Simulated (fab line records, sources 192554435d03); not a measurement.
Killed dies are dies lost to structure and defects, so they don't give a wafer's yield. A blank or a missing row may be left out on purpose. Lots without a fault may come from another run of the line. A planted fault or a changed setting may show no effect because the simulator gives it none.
Chamber matching | flow n5_finfet | N5_BEOL_M4_DEP_57 on pecvd-02: 3 sister chambers
The step deposits SiCN from 3MS/NH3, target thk 8 nm, time 14 s. 6 wafers are shown with their chamber, then 7 later ones without.

WAFERS WITH THEIR CHAMBER
wafer  | chamber | throttle_valve_pct (%) | rf_fwd_power_W (W)
L075.6 | 2       | 9.1                    | 198.0
L084.2 | 2       | 9.1                    | 198.6
L084.3 | 0       | 8.6                    | 199.1
L084.6 | 1       | 9.0                    | 200.0
L087.1 | 1       | 8.8                    | 199.4
L087.5 | 0       | 8.9                    | 199.1

WAFERS WITHOUT THEIR CHAMBER
wafer  | throttle_valve_pct (%) | rf_fwd_power_W (W)
L087.6 | 9.0                    | 198.8
L096.2 | 8.7                    | 197.6
L096.4 | 8.9                    | 198.6
L096.6 | 8.8                    | 197.9
L097.3 | 8.8                    | 198.6
L097.5 | 8.7                    | 197.6
L097.6 | 8.9                    | 198.4

WHICH CHAMBER EACH WENT THROUGH
wafer  | from the rows above          | in truth
L087.6 | can't be placed: 2 or 0 or 1 | 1
L096.2 | can't be placed: 2 or 0      | 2
L096.4 | can't be placed: 2 or 0 or 1 | 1
L096.6 | can't be placed: 2 or 0      | 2
L097.3 | can't be placed: 0 or 2 or 1 | 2
L097.5 | can't be placed: 2 or 0      | 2
L097.6 | can't be placed: 2 or 0      | 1
Placed correctly: 0 of 7. Can't be placed from these rows: 7 (the true chamber is among the candidates in 6). Placed wrongly: 0.
How it was worked out, from the rows above alone: a wafer's distance from a chamber is the root of the sum, over the readings, of the square of ((its reading less the chamber's mean) divided by the reading's scatter). The wafer belongs to the nearest chamber; if the next one is less than 2 further off, it can't be placed. A chamber's mean is the mean of its shown wafers. The scatter: the root of (the sum of the squares of (reading less its chamber's mean) over the shown wafers, divided by (wafers less chambers)).
